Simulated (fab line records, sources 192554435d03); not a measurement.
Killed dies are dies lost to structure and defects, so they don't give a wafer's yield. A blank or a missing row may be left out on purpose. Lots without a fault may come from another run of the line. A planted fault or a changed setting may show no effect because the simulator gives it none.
Chamber matching | flow n5_finfet | N5_MOL_CONTACT_COAG_ETCH_90 on rie_diel-04: 4 sister chambers
The step etches SiARC in CF4, target depth 13 nm, time 21.7 s. 16 wafers are shown with their chamber, then 8 later ones without.

WAFERS WITH THEIR CHAMBER
wafer  | chamber | showerhead_plenum_p_Torr (Torr) | drypump_motor_current_A (A) | etch_rf_on_time_s (s)
L076.1 | 0       | 2.23                            | 6.7                         | 22.1
L076.3 | 1       | 2.21                            | 5.9                         | 20.9
L076.5 | 1       | 2.21                            | 5.8                         | 21.1
L082.1 | 1       | 2.20                            | 5.9                         | 21.0
L082.2 | 2       | 2.09                            | 5.6                         | 22.5
L082.3 | 3       | 2.08                            | 6.2                         | 22.3
L086.1 | 1       | 2.20                            | 5.9                         | 21.0
L086.3 | 0       | 2.22                            | 6.7                         | 21.7
L086.4 | 0       | 2.22                            | 6.7                         | 21.7
L088.1 | 2       | 2.09                            | 5.7                         | 22.1
L088.3 | 3       | 2.07                            | 6.2                         | 22.2
L088.5 | 0       | 2.22                            | 6.7                         | 21.7
L089.4 | 0       | 2.22                            | 6.7                         | 22.0
L089.5 | 2       | 2.09                            | 5.7                         | 22.4
L089.6 | 3       | 2.07                            | 6.2                         | 22.4
L094.1 | 3       | 2.07                            | 6.2                         | 22.2

SIGNATURES (means of the wafers above)
reading                  | chamber 0 | chamber 1 | chamber 2 | chamber 3 | scatter within a chamber
showerhead_plenum_p_Torr | 2.2220    | 2.2050    | 2.0900    | 2.0725    | 0.00461
drypump_motor_current_A  | 6.700     | 5.875     | 5.667     | 6.200     | 0.0344
etch_rf_on_time_s        | 21.840    | 21.000    | 22.333    | 22.275    | 0.154
Rule: a wafer's distance from a chamber is the root of the sum, over the readings, of the square of ((its reading less the chamber's mean) divided by the reading's scatter). The wafer belongs to the nearest chamber; if the next one is less than 2 further off, it can't be placed. The scatter: the root of (the sum of the squares of (reading less its chamber's mean) over the shown wafers, divided by (wafers less chambers)).

WAFERS WITHOUT THEIR CHAMBER
wafer  | showerhead_plenum_p_Torr (Torr) | drypump_motor_current_A (A) | etch_rf_on_time_s (s)
L094.4 | 2.08                            | 5.7                         | 22.0
L094.6 | 2.21                            | 6.7                         | 21.4
L095.1 | 2.21                            | 6.7                         | 21.3
L095.3 | 2.09                            | 5.7                         | 22.1
L095.4 | 2.07                            | 6.2                         | 22.2
L096.1 | 2.08                            | 5.7                         | 22.1
L096.3 | 2.19                            | 5.9                         | 20.7
L096.4 | 2.21                            | 6.7                         | 21.6

WHICH CHAMBER EACH WENT THROUGH
wafer  | from the rows above | in truth
L094.4 | 2                   | 2
L094.6 | 0                   | 0
L095.1 | 0                   | 0
L095.3 | 2                   | 2
L095.4 | 3                   | 3
L096.1 | 2                   | 2
L096.3 | 1                   | 1
L096.4 | 0                   | 0
Placed correctly: 8 of 8. Can't be placed from these rows: 0. Placed wrongly: 0.
